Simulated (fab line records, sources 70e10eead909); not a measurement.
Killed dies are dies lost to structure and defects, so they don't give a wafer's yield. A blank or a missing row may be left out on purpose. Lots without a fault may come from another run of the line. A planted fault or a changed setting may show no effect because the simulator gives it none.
Chamber matching | flow nand_harc | NHARC_P_M1_PRE_CLEAN_32 on pecvd-01: 3 sister chambers
The step time 12 s. 3 wafers are shown with their chamber, then 12 later ones without.

WAFERS WITH THEIR CHAMBER
wafer  | chamber | heater_power_w (W)
L084.6 | 1       | 462
L086.5 | 0       | 718
L086.6 | 2       | 580

WAFERS WITHOUT THEIR CHAMBER
wafer  | heater_power_w (W)
L089.3 | 542
L089.5 | 742
L089.6 | 534
L088.2 | 524
L088.4 | 523
L088.5 | 656
L092.1 | 525
L092.2 | 690
L092.5 | 698
L094.2 | 643
L094.4 | 623
L094.5 | 443

WHICH CHAMBER EACH WENT THROUGH
wafer  | from the rows above     | in truth
L089.3 | can't be placed: 2 or 1 | 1
L089.5 | 0                       | 0
L089.6 | can't be placed: 2 or 1 | 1
L088.2 | can't be placed: 2 or 1 | 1
L088.4 | can't be placed: 2 or 1 | 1
L088.5 | can't be placed: 0 or 2 | 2
L092.1 | can't be placed: 2 or 1 | 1
L092.2 | can't be placed: 0 or 2 | 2
L092.5 | 0                       | 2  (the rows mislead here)
L094.2 | can't be placed: 2 or 0 | 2
L094.4 | can't be placed: 2 or 0 | 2
L094.5 | 1                       | 1
Placed correctly: 2 of 12. Can't be placed from these rows: 9 (the true chamber is among the candidates in 9). Placed wrongly: 1.
How it was worked out, from the rows above alone: a wafer's distance from a chamber is the root of the sum, over the readings, of the square of ((its reading less the chamber's mean) divided by the reading's scatter). The wafer belongs to the nearest chamber; if the next one is less than 2 further off, it can't be placed. A chamber's mean is the mean of its shown wafers. The scatter: with one shown wafer a chamber, the root of the mean of the squares of how far each hidden wafer lies from its nearest shown one.
